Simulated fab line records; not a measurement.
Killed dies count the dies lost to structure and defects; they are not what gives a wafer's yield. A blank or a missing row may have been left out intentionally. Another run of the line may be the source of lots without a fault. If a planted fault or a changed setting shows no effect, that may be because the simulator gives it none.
Chamber matching :: flow nand_harc :: NHARC_P_GATE_ETCH_104 on rie_diel-04 has 4 sister chambers
The step etches the open film in CF4/CHF3, target depth 60 nm. 20 wafers are shown with their chamber, then 10 later ones without.

== WAFERS PAIRED WITH THEIR CHAMBERS ==
wafer: L076.1
chamber: 3
showerhead_plenum_p_Torr (Torr): 1.67
drypump_motor_current_A (A): 6.0
rf_vpp_V (V): 373.7

wafer: L076.3
chamber: 0
showerhead_plenum_p_Torr (Torr): 1.62
drypump_motor_current_A (A): 6.0
rf_vpp_V (V): 371.4

wafer: L076.4
chamber: 1
showerhead_plenum_p_Torr (Torr): 1.47
drypump_motor_current_A (A): 6.2
rf_vpp_V (V): 366.2

wafer: L080.3
chamber: 3
showerhead_plenum_p_Torr (Torr): 1.67
drypump_motor_current_A (A): 6.0
rf_vpp_V (V): 374.4

wafer: L080.5
chamber: 1
showerhead_plenum_p_Torr (Torr): 1.47
drypump_motor_current_A (A): 6.1
rf_vpp_V (V): 368.2

wafer: L080.6
chamber: 2
showerhead_plenum_p_Torr (Torr): 1.48
drypump_motor_current_A (A): 5.6
rf_vpp_V (V): 367.2

wafer: L081.1
chamber: 3
showerhead_plenum_p_Torr (Torr): 1.66
drypump_motor_current_A (A): 6.1
rf_vpp_V (V): 374.4

wafer: L081.3
chamber: 0
showerhead_plenum_p_Torr (Torr): 1.62
drypump_motor_current_A (A): 6.0
rf_vpp_V (V): 371.5

wafer: L081.5
chamber: 0
showerhead_plenum_p_Torr (Torr): 1.62
drypump_motor_current_A (A): 5.9
rf_vpp_V (V): 372.4

wafer: L081.2
chamber: 2
showerhead_plenum_p_Torr (Torr): 1.48
drypump_motor_current_A (A): 5.6
rf_vpp_V (V): 368.4

wafer: L081.4
chamber: 1
showerhead_plenum_p_Torr (Torr): 1.47
drypump_motor_current_A (A): 6.2
rf_vpp_V (V): 366.7

wafer: L081.6
chamber: 3
showerhead_plenum_p_Torr (Torr): 1.66
drypump_motor_current_A (A): 6.0
rf_vpp_V (V): 372.9

wafer: L083.1
chamber: 1
showerhead_plenum_p_Torr (Torr): 1.47
drypump_motor_current_A (A): 6.2
rf_vpp_V (V): 366.0

wafer: L083.2
chamber: 2
showerhead_plenum_p_Torr (Torr): 1.48
drypump_motor_current_A (A): 5.6
rf_vpp_V (V): 367.6

wafer: L083.5
chamber: 2
showerhead_plenum_p_Torr (Torr): 1.48
drypump_motor_current_A (A): 5.6
rf_vpp_V (V): 367.2

wafer: L085.1
chamber: 3
showerhead_plenum_p_Torr (Torr): 1.66
drypump_motor_current_A (A): 6.0
rf_vpp_V (V): 374.2

wafer: L085.3
chamber: 1
showerhead_plenum_p_Torr (Torr): 1.47
drypump_motor_current_A (A): 6.1
rf_vpp_V (V): 366.2

wafer: L085.6
chamber: 1
showerhead_plenum_p_Torr (Torr): 1.47
drypump_motor_current_A (A): 6.2
rf_vpp_V (V): 366.6

wafer: L087.1
chamber: 1
showerhead_plenum_p_Torr (Torr): 1.47
drypump_motor_current_A (A): 6.1
rf_vpp_V (V): 366.9

wafer: L087.5
chamber: 0
showerhead_plenum_p_Torr (Torr): 1.62
drypump_motor_current_A (A): 6.0
rf_vpp_V (V): 370.6

SIGNATURES, as means of the wafers listed above
reading: showerhead_plenum_p_Torr
chamber 0: 1.6200
chamber 1: 1.4700
chamber 2: 1.4800
chamber 3: 1.6640
scatter within a chamber: 0.00274

reading: drypump_motor_current_A
chamber 0: 5.975
chamber 1: 6.157
chamber 2: 5.600
chamber 3: 6.020
scatter within a chamber: 0.0452

reading: rf_vpp_V
chamber 0: 371.475
chamber 1: 366.686
chamber 2: 367.600
chamber 3: 373.920
scatter within a chamber: 0.685
Rule: for a wafer and a chamber, the distance is found by dividing, reading by reading, the gap between the wafer's reading and the chamber's mean by the reading's scatter, squaring, summing and taking the root. If the next closest chamber is less than 2 further off than the closest, the wafer can't be placed; otherwise it belongs to the closest. How the scatter is found: for the shown wafers, subtract from each reading the mean of its chamber, square and add these, divide the total by (wafers less chambers), then take the root.

== WAFERS WITH NO CHAMBER GIVEN ==
wafer: L087.6
showerhead_plenum_p_Torr (Torr): 1.66
drypump_motor_current_A (A): 6.0
rf_vpp_V (V): 373.0

wafer: L089.1
showerhead_plenum_p_Torr (Torr): 1.66
drypump_motor_current_A (A): 6.0
rf_vpp_V (V): 373.5

wafer: L089.2
showerhead_plenum_p_Torr (Torr): 1.48
drypump_motor_current_A (A): 5.6
rf_vpp_V (V): 368.3

wafer: L089.4
showerhead_plenum_p_Torr (Torr): 1.62
drypump_motor_current_A (A): 5.9
rf_vpp_V (V): 372.6

wafer: L095.1
showerhead_plenum_p_Torr (Torr): 1.47
drypump_motor_current_A (A): 5.6
rf_vpp_V (V): 367.9

wafer: L095.3
showerhead_plenum_p_Torr (Torr): 1.46
drypump_motor_current_A (A): 6.1
rf_vpp_V (V): 366.2

wafer: L095.4
showerhead_plenum_p_Torr (Torr): 1.61
drypump_motor_current_A (A): 5.9
rf_vpp_V (V): 372.5

wafer: L094.1
showerhead_plenum_p_Torr (Torr): 1.47
drypump_motor_current_A (A): 5.6
rf_vpp_V (V): 368.6

wafer: L094.3
showerhead_plenum_p_Torr (Torr): 1.46
drypump_motor_current_A (A): 6.2
rf_vpp_V (V): 367.3

wafer: L094.4
showerhead_plenum_p_Torr (Torr): 1.66
drypump_motor_current_A (A): 6.0
rf_vpp_V (V): 374.2

== CHAMBER TAKEN BY EACH ==
wafer: L087.6
from the rows above: 3
in truth: 3

wafer: L089.1
from the rows above: 3
in truth: 3

wafer: L089.2
from the rows above: 2
in truth: 2

wafer: L089.4
from the rows above: 0
in truth: 0

wafer: L095.1
from the rows above: 2
in truth: 2

wafer: L095.3
from the rows above: 1
in truth: 1

wafer: L095.4
from the rows above: 0
in truth: 0

wafer: L094.1
from the rows above: 2
in truth: 2

wafer: L094.3
from the rows above: 1
in truth: 1

wafer: L094.4
from the rows above: 3
in truth: 3
10 of 10 placed correctly. Can't be placed from these rows: 0. 0 placed wrongly.
